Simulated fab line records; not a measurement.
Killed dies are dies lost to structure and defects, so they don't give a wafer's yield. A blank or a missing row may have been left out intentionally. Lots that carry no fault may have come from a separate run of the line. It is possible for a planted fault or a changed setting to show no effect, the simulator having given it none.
Split-lot study    flow n5Finfet    21 wafers read across 7 lots, on a route 1938 steps long

== ABOUT THE SPLIT ==
At N5_GATE_CUT_COAT_35 (time 60 s, resist thk 10 nm), the setting spinRpm was moved away from the recipe's 1500 rpm on 8 of the 21 wafers read, by -10.7% to +7.0%. The other wafers ran this setting at the recipe's value.

== FROM THE SPLIT TO THE READING: what the file shows between them, 5 steps ==
- N5_GATE_CUT_COAT_27: time 60 s, resist thk 10 nm
- N5_GATE_CUT_COAT_07: resist thk 30 nm
- N5_GATE_CUT_DESCUM_18: chemistry O2, time 7 s
- N5_GATE_CUT_ETCH_28: etches underlayer in N2/H2, target depth 13 nm, time 10.4 s
- N5_GATE_CUT_ETCH_36: etches SiARC in CF4, target depth 13 nm, time 21.7 s

== THE READING ==
SiARC_of_GATE_CUT_COAT_35.thkNm (the simulator's own value, which no gauge read), in nm, at N5_GATE_CUT_ETCH_37 (etches SOC in N2/H2, target depth 60 nm, overetch 12 nm, time 90 s). The file gives no usual value for it. The 13 wafers here that ran the recipe average 6.1 nm, standard deviation 0.092 nm.

wafer   tool, chamber at the split  spinRpm as run, rpm  against the recipe  SiARC_of_GATE_CUT_COAT_35.thkNm, nm  against lot-mates on the recipe
L074.2  lithoTrack-04, 0            1500                 recipe              6.2                                  -
L074.4  lithoTrack-04, 0            1500                 recipe              6                                    -
L074.6  lithoTrack-04, 0            1500                 recipe              6                                    -
L076.1  lithoTrack-03, 0            1500                 recipe              6.2                                  -
L076.4  lithoTrack-03, 0            1500                 recipe              6.2                                  -
L076.6  lithoTrack-03, 0            1500                 recipe              6.2                                  -
L080.1  lithoTrack-04, 0            1605                 +7.0%               5.8                                  -0.2
L080.4  lithoTrack-04, 0            1605                 +7.0%               5.8                                  -0.2
L080.5  lithoTrack-04, 0            1500                 recipe              6                                    -
L083.1  lithoTrack-04, 0            1500                 recipe              6                                    -
L083.3  lithoTrack-04, 0            1500                 recipe              6                                    -
L083.5  lithoTrack-04, 0            1500                 recipe              6                                    -
L089.1  lithoTrack-02, 0            1596                 +6.4%               5.6                                  -0.4
L089.3  lithoTrack-02, 0            1500                 recipe              6                                    -
L089.5  lithoTrack-02, 0            1596                 +6.4%               5.8                                  -0.2
L096.3  lithoTrack-03, 0            1386                 -7.6%               6.4                                  +0.4
L096.5  lithoTrack-03, 0            1386                 -7.6%               6.4                                  +0.4
L096.6  lithoTrack-03, 0            1500                 recipe              6                                    -
L097.1  lithoTrack-02, 0            1500                 recipe              6                                    -
L097.2  lithoTrack-02, 0            1340                 -10.7%              6.6                                  +0.6
L097.5  lithoTrack-02, 0            1340                 -10.7%              6.6                                  +0.6

FIT RESULTS
A straight line over all 21 wafers: SiARC_of_GATE_CUT_COAT_35.thkNm changes by -0.0476 nm for each +1% of spinRpm; r = -0.94; the points scatter about the line by 0.089 nm.
The same after taking each lot's own level away (the mean of its wafers on the recipe; 21 wafers): -0.0483 nm for each +1%; r = -0.97; scatter 0.068 nm.
Per that fit: largest spinRpm move, reading shift of 0.52 nm.
From 6.00 to 6.20 nm: that is the span of the lots' own levels, equal to 2.2 times the standard deviation above.
The two slopes are in agreement: the lot-to-lot level therefore moves the slope only a little.
Check: for one of the wafers moved furthest among these (-10.7%), held out of the fit, the line's prediction against its lot-mates is +0.521 nm. Against them it came out at +0.6 nm.

== THESE WAFERS: OTHER SPLITS ==
Before the reading, these wafers also passed through other splits. Each is held against what the fit with the lots' levels taken away leaves over:
other split on the same wafers   wafers away from the commonest value  r with SiARC_of_GATE_CUT_COAT_35.thkNm (lot level and that fit taken away)
N5_SDB_STRIP_22 powerW           5                                     -0.06
N5_HKMG_FIN_HK_ALD_01 aldCycles  7                                     +0.15
N5_HKMG_FIN_EXPOSE_46 doseMj     3                                     -0.13
N5_GATE_CUT_ETCH_58 sourceW      8                                     +0.08

== THE WHOLE CHAIN: every reading that the file lists as answering this split, in the file's order ==
step                 what it does                                                        reading                                                                             change (the file's fit)                 r (the file's)
N5_GATE_CUT_COAT_35  time 60 s, resist thk 10 nm                                         SiARC_of_GATE_CUT_COAT_35.thkNm (the simulator's own value, which no gauge read)    -0.0566 nm for each +1% of the setting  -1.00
N5_GATE_CUT_ETCH_36  etches SiARC in CF4, target depth 13 nm, time 21.7 s                etch.depthNm (the simulator's own value, which no gauge read)                       -0.0504 nm for each +1% of the setting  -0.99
N5_GATE_CUT_ETCH_36  etches SiARC in CF4, target depth 13 nm, time 21.7 s                CAR-EUV_of_GATE_CUT_COAT_07.thkNm (the simulator's own value, which no gauge read)  +0.0348 nm for each +1% of the setting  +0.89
N5_GATE_CUT_ETCH_37  etches SOC in N2/H2, target depth 60 nm, overetch 12 nm, time 90 s  SiARC_of_GATE_CUT_COAT_35.thkNm (the simulator's own value, which no gauge read)    -0.0488 nm for each +1% of the setting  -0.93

== FILE'S OWN FIT ==
SiARC_of_GATE_CUT_COAT_35.thkNm changes by -0.0488 nm for each +1% of spinRpm, r = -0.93.
